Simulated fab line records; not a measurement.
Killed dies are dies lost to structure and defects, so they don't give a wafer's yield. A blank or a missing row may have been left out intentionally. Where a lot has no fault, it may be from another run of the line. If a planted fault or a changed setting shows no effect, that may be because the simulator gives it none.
Which tool is to blame?	flow n5_finfet	12 lots with 36 wafers sampled at 2 steps, on a route of 1938 steps

WHAT THE GAUGES SHOWED, per wafer
N5_PASSIVATION_CD_MEAS_30 targets a cd of 4000 nm. Usual: cd_nm 4000.1 nm, standard deviation 1.5.
lot	measured	on	cd_nm (nm)	flag
L132	day 12 01:41	cd_sem-03	3998.5 3997.0 3999.2	
L134	day 13 04:56	cd_sem-02	4000.1 3999.5 3997.7	
L135	day 13 09:31	cd_sem-01	4002.4 4000.8 4000.6	
L137	day 14 01:02	cd_sem-03	4004.3 4001.0 4001.4	
L136	day 13 22:59	cd_sem-02	3999.5 3999.5 3999.5	
L141	day 14 19:29	cd_sem-02	3998.4 3997.0 3997.8	
L143	day 15 13:27	cd_sem-02	4001.3 4000.7 3998.7	
L148	day 16 19:16	cd_sem-03	3998.5 3997.2 3998.7	
L149	day 16 19:42	cd_sem-01	3999.4 4000.4 3997.9	
L153	day 18 03:47	cd_sem-02	3999.3 4002.6 3999.8	
L154	day 18 12:43	cd_sem-02	4000.9 4001.0 4000.9	
L155	day 19 06:16	cd_sem-03	4000.2 3999.7 3999.1	

WHAT TOOL EACH LOT RAN ON (gives the tool, then ch and the chambers of the sampled wafers, and finally the start)
lot	N5_HKMG_FIN_ALD_91
L132	ald_metal-02 ch 0,2,3, day 4 05:07
L134	ald_metal-04 ch 1,2,3, day 4 15:44
L135	ald_metal-02 ch 0,1,2, day 5 01:49
L137	ald_metal-02 ch 0,1,2, day 5 10:16
L136	ald_metal-02 ch 0,1,3, day 5 12:22
L141	ald_metal-02 ch 1,2,3, day 6 13:26
L143	ald_metal-02 ch 1,2, day 7 02:00
L148	ald_metal-03 ch 0,1, day 8 10:32
L149	ald_metal-04 ch 1,2,3, day 8 13:28
L153	ald_metal-04 ch 0,2,3, day 9 14:44
L154	ald_metal-04 ch 0,1,2, day 9 18:31
L155	ald_metal-04 ch 1,3, day 10 00:53
- N5_HKMG_FIN_ALD_91: deposits TiN, target thk 1 nm, pulse time 1 s, purge time 3 s.

WHAT THE TOOLS THEMSELVES READ (means of the sampled wafers that have a number; where no wafer has one, the mark that the record gives instead)
N5_HKMG_FIN_ALD_91. Usual: heater_power_w 864 W, standard deviation 64; precursor_pulse_height_rel 1.001, standard deviation 0.021.
lot	tool	heater_power_w (W)	precursor_pulse_height_rel	flag
L132	ald_metal-02	886	0.986	
L134	ald_metal-04	882	0.991	
L135	ald_metal-02	920	0.994	
L137	ald_metal-02	902	1.000	
L136	ald_metal-02	887	1.003	
L141	ald_metal-02	860	0.988	
L143	ald_metal-02	901	0.998	
L148	ald_metal-03	856	1.002	
L149	ald_metal-04	872	1.012	
L153	ald_metal-04	848	0.994	
L154	ald_metal-04	807	1.006	
L155	ald_metal-04	881	1.013	

THE ANSWER, worked out from the rows above alone
Rule: a lot is off if the mean of its wafers that have a number lies more than 3 standard deviations from the usual mean. Also off: a lot with no number at a reading for which 4 or more lots have one. The other lots that the step has rows for count as sound. The gauges are gone through in route order, then the tools' own readings, and for those a lot's mean is taken as printed above. The first step at which some lot is off is used, and at that step the reading that is off furthest; a lot without a number counts as furthest.
No lot is off at any reading shown: from this, nothing can be told.

WHAT HAD BEEN PUT IN BY THE SIMULATOR
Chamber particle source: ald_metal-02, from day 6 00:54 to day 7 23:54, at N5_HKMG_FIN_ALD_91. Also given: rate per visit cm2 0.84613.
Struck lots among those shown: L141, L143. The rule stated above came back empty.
